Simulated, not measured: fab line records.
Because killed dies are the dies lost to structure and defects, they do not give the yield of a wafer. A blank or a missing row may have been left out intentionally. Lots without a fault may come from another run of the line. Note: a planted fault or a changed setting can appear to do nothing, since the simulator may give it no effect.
Chamber matching    flow nand_harc    4 sister chambers for NHARC_A_CHANNEL_HOLE_D1_ETCH_38 on rie_diel-03
The step etches the open film in CF4, target depth 39 nm, time 65 s. 8 wafers are shown with their chamber, then 7 later ones without.

== WAFERS PAIRED WITH THEIR CHAMBERS ==
wafer   chamber  showerhead_plenum_p_Torr (Torr)  oes_product_au (a.u.)
L479.1  3        1.80                             0.987
L489.1  2        1.83                             1.019
L489.2  1        1.76                             0.999
L490.1  1        1.76                             1.007
L490.2  2        1.83                             1.009
L490.6  3        1.79                             0.989
L496.4  0        1.77                             0.999
L496.5  0        1.77                             1.004

== WAFERS WITHOUT THEIR CHAMBER ==
wafer   showerhead_plenum_p_Torr (Torr)  oes_product_au (a.u.)
L496.6  1.76                             0.992
L497.2  1.79                             0.991
L497.5  1.79                             0.985
L497.6  1.76                             0.995
L500.1  1.83                             1.003
L500.3  1.79                             0.980
L500.4  1.76                             0.996

== CHAMBER TAKEN BY EACH ==
wafer   from the rows above      in truth
L496.6  can't be placed: 1 or 0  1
L497.2  3                        3
L497.5  3                        3
L497.6  can't be placed: 1 or 0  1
L500.1  2                        2
L500.3  3                        3
L500.4  can't be placed: 1 or 0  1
Correct placement for 4 of the 7. Cannot be placed on the basis of these rows: 3; the candidates contain the true chamber in 3. Number placed wrongly: 0.
How it was worked out, from the rows above alone: a wafer's distance from a chamber is the root of the sum, over the readings, of the square of ((its reading less the chamber's mean) divided by the reading's scatter). If the next closest chamber is less than 2 further off than the closest, the wafer can't be placed; otherwise it belongs to the closest. Each chamber's mean is taken over the wafers shown for it. How the scatter is found: for the shown wafers, subtract from each reading the mean of its chamber, square and add these, divide the total by (wafers less chambers), then take the root.
